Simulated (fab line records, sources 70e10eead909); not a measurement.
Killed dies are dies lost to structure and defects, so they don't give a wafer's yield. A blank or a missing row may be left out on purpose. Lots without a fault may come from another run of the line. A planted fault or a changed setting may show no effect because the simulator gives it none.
Chamber matching | flow nand_harc | NHARC_A_M1_DEP_33 on pecvd-02: 3 sister chambers
The step deposits SiCN, target thk 30 nm. 3 wafers are shown with their chamber, then 8 later ones without.

WAFERS WITH THEIR CHAMBER
wafer  | chamber | heater_power_w (W)
L085.5 | 1       | 726
L085.6 | 2       | 507
L091.1 | 0       | 462

WAFERS WITHOUT THEIR CHAMBER
wafer  | heater_power_w (W)
L091.3 | 662
L091.5 | 680
L092.2 | 567
L092.5 | 570
L092.6 | 525
L096.2 | 534
L096.3 | 566
L096.4 | 661

WHICH CHAMBER EACH WENT THROUGH
wafer  | from the rows above          | in truth
L091.3 | can't be placed: 1 or 2      | 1
L091.5 | 1                            | 1
L092.2 | can't be placed: 2 or 0 or 1 | 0
L092.5 | can't be placed: 2 or 0 or 1 | 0
L092.6 | can't be placed: 2 or 0      | 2
L096.2 | can't be placed: 2 or 0      | 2
L096.3 | can't be placed: 2 or 0 or 1 | 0
L096.4 | can't be placed: 1 or 2      | 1
Placed correctly: 1 of 8. Can't be placed from these rows: 7 (the true chamber is among the candidates in 7). Placed wrongly: 0.
How it was worked out, from the rows above alone: a wafer's distance from a chamber is the root of the sum, over the readings, of the square of ((its reading less the chamber's mean) divided by the reading's scatter). The wafer belongs to the nearest chamber; if the next one is less than 2 further off, it can't be placed. A chamber's mean is the mean of its shown wafers. The scatter: with one shown wafer a chamber, the root of the mean of the squares of how far each hidden wafer lies from its nearest shown one.
